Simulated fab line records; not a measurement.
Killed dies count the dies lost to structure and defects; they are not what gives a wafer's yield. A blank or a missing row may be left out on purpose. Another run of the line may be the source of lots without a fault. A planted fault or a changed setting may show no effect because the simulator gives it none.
Chamber matching -- flow n5-finfet -- ald-hk-03 running N5_HKMG_FIN_ALD_75: 4 sister chambers
The step deposits Al2O3, target thk 1 nm, co reactant pulse time 1 s. 4 wafers are shown with their chamber, then 7 later ones without.

== WAFERS PAIRED WITH THEIR CHAMBERS ==
wafer,chamber,heater-power-outer-w (W)
L078.5,3,68
L080.4,1,92
L089.1,2,88
L089.3,0,89

== WAFERS WHOSE CHAMBER IS MISSING ==
wafer,heater-power-outer-w (W)
L089.4,92
L091.3,71
L091.4,92
L091.5,87
L092.1,91
L092.3,85
L092.6,69

== CHAMBER TAKEN BY EACH ==
wafer,from the rows above,in truth
L089.4,can't be placed: 1 or 0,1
L091.3,3,3
L091.4,can't be placed: 1 or 0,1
L091.5,can't be placed: 2 or 0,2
L092.1,can't be placed: 1 or 0 or 2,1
L092.3,can't be placed: 2 or 0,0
L092.6,3,3
Correctly placed: 2 of 7. Unplaceable from these rows: 5, with the true chamber sitting among the candidates in 5. Placed wrongly: 0.
How it was worked out, from the rows above alone: a wafer's distance from a chamber is the root of the sum, over the readings, of the square of ((its reading less the chamber's mean) divided by the reading's scatter). The wafer belongs to the nearest chamber; if the next one is less than 2 further off, it can't be placed. For every chamber, the mean is computed from those of its wafers that are shown. The scatter: root of mean squared gap, hidden wafer to nearest shown wafer, with one shown wafer a chamber.
